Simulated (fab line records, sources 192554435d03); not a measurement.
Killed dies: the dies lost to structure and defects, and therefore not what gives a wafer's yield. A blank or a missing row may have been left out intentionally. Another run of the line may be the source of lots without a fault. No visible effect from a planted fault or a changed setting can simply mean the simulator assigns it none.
fab line records	flow n5Finfet
record: lots: 24	wafers: 72	lastDay: 18
route steps=1938 shown STI_FIN_REVEAL@189 DUMMY_GATE@247 SD_EPI_P@304 ILD0@341 HKMG_FIN@386
lots with no fault: from the same line, run without faults
startH: hours from the record's first day to the start of the lot's first wafer shown	waitH: time in hours since the lot's previous step	" as in the row above	L1.1+2: one row covering several wafers at once	- either no value or no given start	* or withheld: withheld	< > ~ a bound
route shown NAME@n: NAME is a module with steps in the file, n the number in the route of the first one	usual: the fault-free wafers' mean and standard deviation	same: alike in all rows	chamber/n: place in a boat	sites: the reading at each site	_std_site: standard deviation of those values	_edge_site: inner sites' mean taken away from outer sites' mean	radiusMm: for every site, how far away it sits from the centre of the wafer	mask NAME#n: copy n	behind: the last tool/chamber to shape the wafer	hold: cause of the lot's hold/its duration in hours/its outcome	device: the transistor (n, p or np) that didn't switch	end of line: at the end of the route, the tests of the same wafers	a step with no rows: only its recipe	killed: the dies lost at the first sort to structure and to defects; this is not the yield of the wafer	map: dies across one wafer; x = killed, . = not, _ = none there
set.NAME: the setting that was run; set.NAME@STEP: the one run at that earlier step	model.NAME: the simulator's own value behind a step, which no gauge read
route steps across a sampled set of lots; one table per step, one row per wafer
services: the hour from which a tool's chamber was out of use, counted from the record's first day as startH (under 0 if before that day), plus the number of hours and why
== steps ==
step: N5_STI_FIN_REVEAL_DENSIFY_30
recipe: tempC: *	timeS: *	ambient: N2	idleTempC: 600	rampUpCPerS: 150	rampDownCPerS: 60	coolToC: 600
usual: lampPowerPct: 11.54/0.055	lamp_zone_4_pct: 11.523/0.021	lamp_zone_5_pct: 11.534/0.018	wafer_temp_C_max: *
same: timeS: *
lot.wafer	tool	chamber	startH	waitH	lampPowerPct	lamp_zone_4_pct	lamp_zone_5_pct	wafer_temp_C_max
L074.3	rtpAnneal-01	0	38.06	0.1	11.40	11.500	11.534	*
L074.4	"	0	"	"	11.69	11.536	11.540	*
L074.5	"	0	"	"	11.58	11.541	11.546	*
L075.1	rtpAnneal-01	0	42.35	0.0	11.58	11.514	11.521	*
L075.3	"	0	"	"	11.46	11.555	11.532	*
L075.6	"	0	"	"	11.53	11.558	11.543	*
L076.1	rtpAnneal-01	0	45.43	0.0	11.49	11.507	11.545	*
L076.3	"	0	"	"	11.46	11.498	11.530	*
L076.4	"	0	"	"	11.54	11.501	11.531	*
L077.1	rtpAnneal-02	0	52.84	0.1	11.57	11.545	11.571	*
L077.3	"	0	"	"	11.55	11.538	11.562	*
L077.6	"	0	"	"	11.60	11.540	11.537	*
L078.1	rtpAnneal-02	0	58.35	0.0	11.55	11.493	11.522	*
L078.4	"	0	"	"	11.56	11.537	11.514	*
L078.5	"	0	"	"	11.58	11.520	11.560	*
L079.1	rtpAnneal-02	0	63.89	0.0	11.56	11.500	11.534	*
L079.4	"	0	"	"	11.53	11.506	11.517	*
L079.6	"	0	"	"	11.62	11.498	11.547	*
L080.1	rtpAnneal-02	0	70.74	0.0	11.61	11.548	11.519	*
L080.3	"	0	"	"	11.45	11.492	11.523	*
L080.5	"	0	"	"	11.50	11.508	11.497	*
L081.1	rtpAnneal-02	0	78.41	0.2	11.58	11.502	11.521	*
L081.2	"	0	"	"	11.52	11.525	11.536	*
L081.5	"	0	"	"	11.49	11.518	11.546	*
L082.1	rtpAnneal-01	0	84.38	0.0	11.59	11.503	11.549	*
L082.5	"	0	"	"	11.54	11.536	11.532	*
L082.6	"	0	"	"	11.56	11.549	11.553	*
L083.4	rtpAnneal-02	0	89.38	0.3	11.57	11.537	11.548	*
L083.5	"	0	"	"	11.57	11.537	11.536	*
L083.6	"	0	"	"	11.63	11.507	11.492	*
L084.2	rtpAnneal-01	0	95.23	0.1	11.55	11.522	11.523	*
L084.4	"	0	"	"	11.50	11.514	11.548	*
L084.5	"	0	"	"	11.58	11.549	11.522	*
L085.2	rtpAnneal-01	0	106.63	0.1	11.51	11.535	11.523	*
L085.4	"	0	"	"	11.58	11.537	11.524	*
L085.6	"	0	"	"	11.52	11.513	11.540	*
L086.1	rtpAnneal-01	0	110.46	0.2	11.65	11.472	11.530	*
L086.2	"	0	"	"	11.53	11.524	11.540	*
L086.3	"	0	"	"	11.52	11.506	11.561	*
L087.1	rtpAnneal-01	0	113.80	0.0	11.54	11.547	11.505	*
L087.2	"	0	"	"	11.63	11.493	11.535	*
L087.6	"	0	"	"	11.54	11.526	11.546	*
L088.1	rtpAnneal-02	0	117.94	0.0	11.62	11.523	11.514	*
L088.4	"	0	"	"	11.50	11.532	11.523	*
L088.6	"	0	"	"	11.51	11.528	11.523	*
L089.2	rtpAnneal-01	0	123.56	0.1	11.50	11.527	11.544	*
L089.3	"	0	"	"	11.50	11.534	11.564	*
L089.5	"	0	"	"	11.52	11.511	11.540	*
L090.3	rtpAnneal-02	0	128.71	0.1	11.56	11.522	11.535	*
L090.4	"	0	"	"	11.46	11.521	11.533	*
L090.5	"	0	"	"	11.50	11.509	11.575	*
L091.2	rtpAnneal-01	0	135.91	0.1	11.52	11.531	11.524	*
L091.4	"	0	"	"	11.62	11.515	11.547	*
L091.6	"	0	"	"	11.56	11.529	11.519	*
L092.2	rtpAnneal-01	0	142.12	0.1	11.56	11.501	11.524	*
L092.3	"	0	"	"	11.60	11.466	11.540	*
L092.5	"	0	"	"	11.57	11.545	11.541	*
L093.1	rtpAnneal-01	0	153.82	0.0	11.53	11.514	11.543	*
L093.4	"	0	"	"	11.54	11.533	11.546	*
L093.6	"	0	"	"	11.54	11.537	11.509	*
L094.1	rtpAnneal-01	0	154.29	0.0	11.46	11.544	11.556	*
L094.3	"	0	"	"	11.50	11.544	11.547	*
L094.4	"	0	"	"	11.50	11.507	11.504	*
L095.2	rtpAnneal-01	0	162.86	0.1	11.53	11.489	11.543	*
L095.3	"	0	"	"	11.56	11.555	11.533	*
L095.4	"	0	"	"	11.54	11.529	11.512	*
L096.3	rtpAnneal-02	0	166.42	0.1	11.62	11.490	11.514	*
L096.4	"	0	"	"	11.47	11.554	11.554	*
L096.5	"	0	"	"	11.57	11.512	11.557	*
L097.2	rtpAnneal-02	0	172.57	0.1	11.47	11.493	11.534	*
L097.3	"	0	"	"	11.59	11.499	11.562	*
L097.4	"	0	"	"	11.62	11.493	11.523	*
step: N5_STI_FIN_REVEAL_OXIDATION_31
recipe: chemistry: O2_PLASMA_REMOTE	tempC: 150	timeS: 20	pressureMtorr: 1000	sourcePowerW: 2000	o2FlowSccm: 3000
usual: drypumpMotorCurrentA: 5.50/0.18	heaterPowerW: 152/9.7
same: timeS: 20
lot.wafer	tool	chamber	startH	waitH	drypumpMotorCurrentA	heaterPowerW	rfHoursCounterH
L074.3	plasmaAsher-01	0	40.78	0.1	5.60	162	-
L074.4	"	1	"	"	5.28	145	-
L074.5	"	1	"	"	5.27	148	-
L075.1	plasmaAsher-01	1	45.00	0.0	5.28	147	84
L075.3	"	0	"	"	5.57	160	-
L075.6	"	1	"	"	5.26	144	-
L076.1	plasmaAsher-02	1	48.10	0.1	5.41	142	31
L076.3	"	0	"	"	5.77	159	-
L076.4	"	1	"	"	5.41	142	-
L077.1	plasmaAsher-02	1	55.53	0.0	5.41	143	33
L077.3	"	1	"	"	5.42	139	-
L077.6	"	0	"	"	5.74	162	-
L078.1	plasmaAsher-01	0	60.98	0.0	5.55	158	88
L078.4	"	1	"	"	5.30	149	-
L078.5	"	0	"	"	5.54	163	-
L079.1	plasmaAsher-01	0	66.51	0.0	5.54	160	89
L079.4	"	1	"	"	5.30	145	-
L079.6	"	0	"	"	5.57	163	-
L080.1	plasmaAsher-02	0	73.37	0.0	5.72	161	35
L080.3	"	1	"	"	5.39	141	-
L080.5	"	1	"	"	5.40	140	-
L081.1	plasmaAsher-02	0	81.03	0.0	5.70	162	37
L081.2	"	1	"	"	5.39	142	37
L081.5	"	0	"	"	5.76	162	-
L082.1	plasmaAsher-02	0	87.50	0.0	5.73	165	38
L082.5	"	1	"	"	5.39	145	-
L082.6	"	0	"	"	5.70	163	-
L083.4	plasmaAsher-02	0	91.95	0.1	5.72	162	-
L083.5	"	1	"	"	5.42	143	-
L083.6	"	0	"	"	5.72	164	-
L084.2	plasmaAsher-02	0	97.81	0.0	5.72	164	40
L084.4	"	1	"	"	5.41	144	-
L084.5	"	0	"	"	5.72	164	-
L085.2	plasmaAsher-01	1	109.22	0.0	5.26	145	97
L085.4	"	0	"	"	5.62	159	-
L085.6	"	0	"	"	5.61	164	-
L086.1	plasmaAsher-01	0	113.08	0.0	5.59	163	98
L086.2	"	1	"	"	5.26	149	98
L086.3	"	1	"	"	5.26	144	-
L087.1	plasmaAsher-02	1	116.44	0.0	5.39	140	43
L087.2	"	0	"	"	5.74	164	43
L087.6	"	1	"	"	5.40	142	-
L088.1	plasmaAsher-01	1	120.60	0.0	5.28	141	100
L088.4	"	0	"	"	5.58	158	-
L088.6	"	1	"	"	5.28	147	-
L089.2	plasmaAsher-02	0	126.19	0.1	5.75	159	44
L089.3	"	1	"	"	5.40	139	-
L089.5	"	1	"	"	5.41	146	-
L090.3	plasmaAsher-01	1	131.40	0.1	5.26	144	-
L090.4	"	0	"	"	5.56	163	-
L090.5	"	1	"	"	5.25	143	-
L091.2	plasmaAsher-02	0	138.63	0.0	5.75	165	46
L091.4	"	1	"	"	5.39	143	-
L091.6	"	0	"	"	5.74	163	-
L092.2	plasmaAsher-01	1	144.77	0.0	5.29	150	104
L092.3	"	0	"	"	5.59	163	-
L092.5	"	1	"	"	5.27	146	-
L093.1	plasmaAsher-02	0	156.47	0.0	5.71	157	50
L093.4	"	0	"	"	5.75	162	-
L093.6	"	1	"	"	5.41	138	-
L094.1	plasmaAsher-02	1	157.08	0.0	5.43	143	51
L094.3	"	1	"	"	5.41	141	-
L094.4	"	0	"	"	5.74	162	-
L095.2	plasmaAsher-01	0	167.07	0.0	5.58	163	109
L095.3	"	0	"	"	5.59	159	-
L095.4	"	1	"	"	5.27	145	-
L096.3	plasmaAsher-01	1	169.01	0.1	5.30	145	-
L096.4	"	0	"	"	5.56	158	-
L096.5	"	1	"	"	5.28	143	-
L097.2	plasmaAsher-01	0	175.24	0.0	5.59	157	110
L097.3	"	0	"	"	5.58	159	-
L097.4	"	1	"	"	5.27	147	-
step: N5_DUMMY_GATE_ETCH_23
recipe: chemistry: HBr/Cl2/O2	HBr_flow_sccm: 150	Cl2_flow_sccm: 80	O2_flow_sccm: 12	biasW: 102	targetDepthA: 410	timeS: 22.3	target: poly-Si	maskMaterial: SiO2	pressureMtorr: 10	icpW: 800
usual: drypumpMotorCurrentA: 5.8/0.51	oesProductAu: 1.000/0.015	throttleValvePct: 37.34/0.17
same: timeS: 22.3
lot.wafer	tool	chamber	startH	waitH	drypumpMotorCurrentA	oesProductAu	rfHoursCounterH	throttleValvePct
L074.3	rieSi-02	1	50.70	0.0	5.7	1.008	67	37.42
L074.4	"	0	"	"	4.9	1.022	21	36.99
L074.5	"	0	"	"	4.9	1.023	-	36.98
L075.1	rieSi-06	0	55.65	0.0	5.7	0.993	32	37.38
L075.3	"	2	"	"	5.8	1.002	86	37.24
L075.6	"	1	"	"	5.6	0.995	-	37.34
L076.1	rieSi-05	2	60.76	0.0	6.0	1.004	63	37.41
L076.3	"	3	"	"	5.2	0.998	70	37.41
L076.4	"	0	"	"	6.2	1.012	125	37.36
L077.1	rieSi-02	1	65.96	0.0	5.7	1.004	68	37.42
L077.3	"	2	"	"	6.7	1.007	200	37.72
L077.6	"	1	"	"	5.7	1.001	-	37.41
L078.1	rieSi-02	3	70.98	0.0	6.5	0.956	26	37.39
L078.4	"	2	"	"	6.7	1.008	201	37.71
L078.5	"	1	"	"	5.8	1.009	-	37.41
L079.1	rieSi-02	1	76.46	0.0	5.7	1.010	68	37.42
L079.4	"	0	"	"	4.9	1.012	22	36.98
L079.6	"	3	"	"	6.6	0.964	-	37.39
L080.1	rieSi-05	0	84.20	0.0	6.2	1.024	126	37.36
L080.3	"	2	"	"	6.0	1.005	64	37.41
L080.5	"	0	"	"	6.2	1.016	-	37.36
L081.1	rieSi-05	1	91.93	0.0	5.6	0.975	107	37.16
L081.2	"	3	"	"	5.2	0.991	71	37.39
L081.5	"	2	"	"	6.0	0.998	-	37.43
L082.1	rieSi-06	3	97.46	0.0	5.7	1.006	127	37.23
L082.5	"	3	"	"	5.7	1.002	-	37.24
L082.6	"	2	"	"	5.7	1.006	-	37.27
L083.4	rieSi-05	1	104.43	0.0	5.6	0.991	108	37.13
L083.5	"	3	"	"	5.2	1.011	-	37.38
L083.6	"	0	"	"	6.2	1.014	-	37.36
L084.2	rieSi-02	3	112.87	0.0	6.5	0.968	27	37.40
L084.4	"	0	"	"	4.9	1.022	23	37.01
L084.5	"	0	"	"	5.0	1.018	-	37.00
L085.2	rieSi-02	1	119.32	0.0	5.7	1.005	69	37.41
L085.4	"	2	"	"	6.7	1.019	0	37.65
L085.6	"	2	"	"	6.7	1.019	-	37.64
L086.1	rieSi-05	0	123.52	0.0	6.2	1.020	126	37.36
L086.2	"	1	"	"	5.6	0.993	108	37.14
L086.3	"	2	"	"	6.0	0.988	64	37.42
L087.1	rieSi-06	2	127.82	0.0	5.8	0.992	88	37.23
L087.2	"	1	"	"	5.6	0.998	135	37.35
L087.6	"	2	"	"	5.8	0.992	-	37.24
L088.1	rieSi-05	0	131.74	0.0	6.2	1.000	126	37.36
L088.4	"	1	"	"	5.6	0.977	108	37.15
L088.6	"	3	"	"	5.3	0.984	-	37.39
L089.2	rieSi-06	2	137.32	0.0	5.7	0.989	88	37.26
L089.3	"	0	"	"	5.7	0.990	33	37.37
L089.5	"	1	"	"	5.6	0.984	-	37.34
L090.3	rieSi-02	3	141.51	0.0	6.6	0.969	27	37.38
L090.4	"	1	"	"	5.7	1.005	69	37.41
L090.5	"	3	"	"	6.5	0.959	-	37.41
L091.2	rieSi-05	0	148.59	0.0	6.2	1.013	127	37.37
L091.4	"	2	"	"	6.0	1.011	65	37.42
L091.6	"	0	"	"	6.2	1.007	-	37.36
L092.2	rieSi-05	3	155.04	0.0	5.2	1.007	72	37.39
L092.3	"	1	"	"	5.6	0.995	109	37.15
L092.5	"	2	"	"	6.0	1.011	-	37.42
L093.1	rieSi-05	0	166.42	0.0	6.2	1.017	127	37.36
L093.4	"	2	"	"	6.0	1.005	65	37.44
L093.6	"	2	"	"	6.0	1.007	-	37.41
L094.1	rieSi-02	2	167.24	0.0	6.7	1.013	1	37.64
L094.3	"	1	"	"	5.7	1.001	70	37.44
L094.4	"	3	"	"	6.6	0.974	28	37.41
L095.2	rieSi-05	2	177.60	0.0	6.0	1.010	65	37.42
L095.3	"	3	"	"	5.2	1.000	72	37.40
L095.4	"	0	"	"	6.2	1.015	127	37.36
L096.3	rieSi-06	0	179.04	0.0	5.6	0.998	34	37.37
L096.4	"	2	"	"	5.8	1.011	88	37.25
L096.5	"	2	"	"	5.8	1.002	-	37.25
L097.2	rieSi-02	1	187.51	0.0	5.7	0.984	70	37.42
L097.3	"	3	"	"	6.5	0.971	28	37.41
L097.4	"	0	"	"	5.0	1.021	24	36.99
step: N5_SD_EPI_P_OVL_MEAS_10
recipe: pointsPerWafer: 44
usual: SD_P_BLK_OVL: -0.6/0.77
lot.wafer	tool	chamber	startH	waitH	SD_P_BLK_OVL[nm]
L074.3	overlay-01	0	57.85	0.0	-1.4
L074.4	"	0	"	"	-1.6
L074.5	"	0	"	"	-0.5
L075.1	overlay-02	0	61.49	0.0	0.4
L075.3	"	0	"	"	-1.0
L075.6	"	0	"	"	-0.1
L076.1	overlay-02	0	66.57	0.0	-1.3
L076.3	"	0	"	"	-0.6
L076.4	"	0	"	"	-0.6
L077.1	overlay-01	0	71.92	0.0	0.2
L077.3	"	0	"	"	0.0
L077.6	"	0	"	"	-0.5
L078.1	overlay-02	0	80.77	0.0	0.0
L078.4	"	0	"	"	-1.9
L078.5	"	0	"	"	-1.2
L079.1	overlay-02	0	83.03	0.0	0.1
L079.4	"	0	"	"	-0.6
L079.6	"	0	"	"	-1.6
L080.1	overlay-01	0	90.93	0.0	-0.1
L080.3	"	0	"	"	0.7
L080.5	"	0	"	"	0.3
L081.1	overlay-02	0	98.55	0.0	-1.7
L081.2	"	0	"	"	-0.9
L081.5	"	0	"	"	-0.9
L082.1	overlay-02	0	106.39	0.0	-1.5
L082.5	"	0	"	"	-1.4
L082.6	"	0	"	"	-0.7
L083.4	overlay-02	0	111.17	0.0	0.1
L083.5	"	0	"	"	-0.7
L083.6	"	0	"	"	-0.9
L084.2	overlay-01	0	119.42	0.0	-1.6
L084.4	"	0	"	"	-2.4
L084.5	"	0	"	"	-1.5
L085.2	overlay-01	0	125.24	0.0	-1.7
L085.4	"	0	"	"	-0.7
L085.6	"	0	"	"	-1.2
L086.1	overlay-02	0	129.42	0.0	-1.1
L086.2	"	0	"	"	-0.7
L086.3	"	0	"	"	-0.5
L087.1	overlay-01	0	135.06	0.0	-1.7
L087.2	"	0	"	"	-0.7
L087.6	"	0	"	"	-1.3
L088.1	overlay-01	0	137.69	0.0	-0.2
L088.4	"	0	"	"	-0.7
L088.6	"	0	"	"	-0.9
L089.2	overlay-01	0	143.76	0.0	0.3
L089.3	"	0	"	"	0.5
L089.5	"	0	"	"	1.1
L090.3	overlay-02	0	148.96	0.0	-0.5
L090.4	"	0	"	"	-0.2
L090.5	"	0	"	"	-1.8
L091.2	overlay-01	0	154.40	0.0	-0.5
L091.4	"	0	"	"	0.1
L091.6	"	0	"	"	-0.8
L092.2	overlay-02	0	161.88	0.0	-1.2
L092.3	"	0	"	"	-0.5
L092.5	"	0	"	"	-0.1
L093.1	overlay-02	0	172.35	0.0	0.3
L093.4	"	0	"	"	-0.7
L093.6	"	0	"	"	0.1
L094.1	overlay-02	0	173.35	0.0	-1.3
L094.3	"	0	"	"	-1.1
L094.4	"	0	"	"	0.1
L095.2	overlay-01	0	185.17	0.0	-1.6
L095.3	"	0	"	"	-1.1
L095.4	"	0	"	"	-1.0
L096.3	overlay-01	0	185.34	0.0	-0.6
L096.4	"	0	"	"	0.4
L096.5	"	0	"	"	-1.2
L097.2	overlay-02	0	194.40	0.0	-0.1
L097.3	"	0	"	"	0.2
L097.4	"	0	"	"	0.9
step: N5_ILD0_THK_MEAS_08
usual: thkNm: 139.0/0.93
lot.wafer	tool	chamber	startH	waitH	thkNm
L074.3	filmMetro-01	-	66.75	-	139.0
L074.4	"	-	"	"	137.6
L074.5	"	-	"	"	137.7
L075.1	filmMetro-02	-	69.52	-	139.7
L075.3	"	-	"	"	138.7
L075.6	"	-	"	"	139.7
L076.1	filmMetro-01	-	74.82	-	137.7
L076.3	"	-	"	"	138.1
L076.4	"	-	"	"	138.1
L077.1	filmMetro-02	-	79.53	-	138.1
L077.3	"	-	"	"	138.5
L077.6	"	-	"	"	138.0
L078.1	filmMetro-02	-	89.72	-	138.9
L078.4	"	-	"	"	139.3
L078.5	"	-	"	"	138.4
L079.1	filmMetro-01	-	91.81	-	140.9
L079.4	"	-	"	"	139.2
L079.6	"	-	"	"	140.5
L080.1	filmMetro-02	-	99.50	-	140.4
L080.3	"	-	"	"	139.9
L080.5	"	-	"	"	140.2
L081.1	filmMetro-01	-	106.12	-	138.7
L081.2	"	-	"	"	141.3
L081.5	"	-	"	"	138.9
L082.1	filmMetro-01	-	115.11	-	138.4
L082.5	"	-	"	"	138.8
L082.6	"	-	"	"	139.5
L083.4	filmMetro-01	-	120.67	-	138.4
L083.5	"	-	"	"	139.0
L083.6	"	-	"	"	138.1
L084.2	filmMetro-01	-	128.99	-	138.8
L084.4	"	-	"	"	139.7
L084.5	"	-	"	"	139.1
L085.2	filmMetro-01	-	136.17	-	139.6
L085.4	"	-	"	"	139.4
L085.6	"	-	"	"	139.2
L086.1	filmMetro-01	-	137.72	0.3	138.3
L086.2	"	-	"	"	138.7
L086.3	"	-	"	"	138.3
L087.1	filmMetro-02	-	144.99	-	140.0
L087.2	"	-	"	"	140.8
L087.6	"	-	"	"	139.6
L088.1	filmMetro-01	-	145.59	-	139.9
L088.4	"	-	"	"	139.4
L088.6	"	-	"	"	139.2
L089.2	filmMetro-02	-	152.33	-	140.2
L089.3	"	-	"	"	138.6
L089.5	"	-	"	"	139.0
L090.3	filmMetro-02	-	158.48	-	137.5
L090.4	"	-	"	"	137.4
L090.5	"	-	"	"	137.3
L091.2	filmMetro-02	-	165.93	-	140.3
L091.4	"	-	"	"	138.0
L091.6	"	-	"	"	138.3
L092.2	filmMetro-02	-	169.58	-	139.3
L092.3	"	-	"	"	138.8
L092.5	"	-	"	"	139.4
L093.1	filmMetro-01	-	180.76	-	140.9
L093.4	"	-	"	"	140.4
L093.6	"	-	"	"	140.3
L094.1	filmMetro-02	-	181.25	-	139.4
L094.3	"	-	"	"	138.2
L094.4	"	-	"	"	139.1
L096.3	filmMetro-01	-	193.58	-	138.4
L096.4	"	-	"	"	137.7
L096.5	"	-	"	"	138.2
L095.2	filmMetro-01	-	193.97	-	139.9
L095.3	"	-	"	"	139.3
L095.4	"	-	"	"	138.9
L097.2	filmMetro-02	-	204.60	-	139.8
L097.3	"	-	"	"	138.2
L097.4	"	-	"	"	138.9
step: N5_HKMG_FIN_HK_ALD_01
recipe: material: HfO2	targetThkA: 16	tempC: withheld	aldPrecursorFamily: HfCl4	aldCoReactant: H2O	pulseTimeS: 3	purgeTimeS: 3	coReactantPurgeTimeS: 2.5	coReactantPulseTimeS: 0.3	aldCycles: 30
usual: precursorPulseHeightRel: 1.001/0.02
lot.wafer	tool	chamber	startH	waitH	precursorPulseHeightRel
L074.3	aldHk-02	2	75.11	0.0	0.999
L074.4	"	0	"	"	0.984
L074.5	"	2	"	"	1.010
L075.1	aldHk-02	1	79.27	0.0	1.029
L075.3	"	3	"	"	1.059
L075.6	"	0	"	"	0.999
L076.1	aldHk-03	3	84.43	0.0	1.031
L076.3	"	1	"	"	1.006
L076.4	"	0	"	"	1.008
L077.1	aldHk-03	3	87.71	0.0	1.009
L077.3	"	0	"	"	0.976
L077.6	"	3	"	"	1.025
L078.1	aldHk-02	0	102.21	0.0	1.017
L078.4	"	2	"	"	0.992
L078.5	"	3	"	"	1.013
L079.1	aldHk-02	2	103.59	0.0	1.019
L079.4	"	1	"	"	0.988
L079.6	"	1	"	"	0.975
L080.1	aldHk-03	2	108.26	0.0	1.009
L080.3	"	0	"	"	1.015
L080.5	"	0	"	"	1.026
L081.1	aldHk-03	1	114.39	0.0	1.003
L081.2	"	0	"	"	1.023
L081.5	"	3	"	"	0.970
L082.1	aldHk-01	0	123.77	0.0	0.995
L082.5	"	0	"	"	0.958
L082.6	"	1	"	"	0.989
L083.4	aldHk-01	2	129.56	0.0	1.002
L083.5	"	0	"	"	0.967
L083.6	"	3	"	"	1.015
L084.2	aldHk-02	2	137.49	0.0	1.005
L084.4	"	0	"	"	0.973
L084.5	"	0	"	"	1.006
L085.2	aldHk-02	2	144.66	0.0	0.986
L085.4	"	0	"	"	0.942
L085.6	"	2	"	"	0.987
L086.1	aldHk-03	1	146.09	0.0	0.989
L086.2	"	3	"	"	1.026
L086.3	"	0	"	"	1.026
L087.1	aldHk-02	0	153.33	0.0	0.984
L087.2	"	3	"	"	0.976
L087.6	"	2	"	"	1.027
L088.1	aldHk-03	1	154.57	0.0	0.988
L088.4	"	2	"	"	1.004
L088.6	"	0	"	"	1.003
L089.2	aldHk-01	2	160.60	0.0	1.008
L089.3	"	3	"	"	0.981
L089.5	"	3	"	"	0.999
L090.3	aldHk-01	2	167.03	0.0	1.022
L090.4	"	1	"	"	1.002
L090.5	"	2	"	"	0.985
L091.2	aldHk-03	0	174.32	0.0	1.009
L091.4	"	1	"	"	0.995
L091.6	"	0	"	"	0.997
L092.2	aldHk-03	0	178.86	0.0	1.019
L092.3	"	2	"	"	0.982
L092.5	"	1	"	"	0.997
L093.1	aldHk-02	0	189.63	0.0	1.005
L093.4	"	1	"	"	0.979
L093.6	"	1	"	"	1.005
L094.1	aldHk-02	0	190.58	0.0	0.994
L094.3	"	1	"	"	1.005
L094.4	"	2	"	"	0.992
L095.2	aldHk-03	3	202.43	0.0	0.995
L095.3	"	2	"	"	1.015
L095.4	"	1	"	"	1.028
L096.3	aldHk-02	0	202.93	0.0	1.005
L096.4	"	3	"	"	0.977
L096.5	"	1	"	"	1.015
L097.2	aldHk-01	1	214.53	0.0	1.009
L097.3	"	2	"	"	1.000
L097.4	"	0	"	"	1.009
== services ==
tool	chamber	startH	hours	kind
aldHk-03	-	16.00	14.0	pm
aldHk-03	0	16.00	14.0	ventCycle
aldHk-03	1	16.00	14.0	ventCycle
aldHk-03	2	16.00	14.0	ventCycle
aldHk-03	3	16.00	14.0	ventCycle
aldHk-02	-	20.11	6.0	pm
rieSi-06	2	23.74	4.1	repair
rieSi-02	-	24.96	0.2	repair
rieSi-05	-	26.35	0.8	repair
aldHk-01	-	62.95	0.7	repair
plasmaAsher-02	-	70.22	0.7	repair
rieSi-06	-	70.49	0.7	repair
rieSi-06	-	72.36	14.6	pm
aldHk-03	-	104.83	0.7	repair
aldHk-02	-	127.57	8.7	pm
plasmaAsher-01	-	158.26	1.1	repair
rieSi-02	-	169.57	1.8	repair
aldHk-01	-	169.61	0.7	repair
aldHk-01	-	176.61	8.7	pm
aldHk-03	-	189.28	1.4	repair
rieSi-05	2	191.44	16.2	repair
rieSi-05	3	197.33	45.2	repair
plasmaAsher-01	-	205.57	12.7	repair
rieSi-02	2	213.71	1.2	repair
== key ==
fault none
